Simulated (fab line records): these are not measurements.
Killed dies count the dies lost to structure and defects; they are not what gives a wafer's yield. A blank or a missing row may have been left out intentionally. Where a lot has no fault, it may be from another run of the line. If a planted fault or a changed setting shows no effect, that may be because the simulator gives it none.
Chamber matching + flow nand-harc + cmp-04 running NHARC_A_CHANNEL_FILL_D2_CMP_10: 4 sister chambers
The step polishes, target thk 150 nm. 4 wafers are shown with their chamber, then 7 later ones without.

## WAFERS, EACH WITH ITS CHAMBER
| wafer  | chamber | motor-current-A (A) |
|--------|---------|---------------------|
| L078.3 | 0       | 12.3                |
| L078.6 | 3       | 13.8                |
| L081.1 | 2       | 11.2                |
| L081.3 | 1       | 11.3                |

## WAFERS MISSING THEIR CHAMBER
| wafer  | motor-current-A (A) |
|--------|---------------------|
| L081.6 | 10.7                |
| L087.1 | 12.4                |
| L087.5 | 11.7                |
| L087.6 | 11.1                |
| L092.1 | 13.9                |
| L092.5 | 11.5                |
| L092.6 | 12.2                |

## EACH ONE'S CHAMBER
| wafer  | from the rows above          | in truth |
|--------|------------------------------|----------|
| L081.6 | can't be placed: 2 or 1      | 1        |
| L087.1 | 0                            | 0        |
| L087.5 | can't be placed: 1 or 2 or 0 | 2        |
| L087.6 | can't be placed: 2 or 1      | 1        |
| L092.1 | 3                            | 3        |
| L092.5 | can't be placed: 1 or 2      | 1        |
| L092.6 | 0                            | 0        |
3 of 7 placed correctly. Cannot be placed on the basis of these rows: 4; the candidates contain the true chamber in 4. Number placed wrongly: 0.
How it was worked out, from the rows above alone: a wafer's distance from a chamber is the root of the sum, over the readings, of the square of ((its reading less the chamber's mean) divided by the reading's scatter). If the next closest chamber is less than 2 further off than the closest, the wafer can't be placed; otherwise it belongs to the closest. Each chamber's mean is taken over the wafers shown for it. The scatter: with one shown wafer a chamber, the root of the mean of the squares of how far each hidden wafer lies from its nearest shown one.
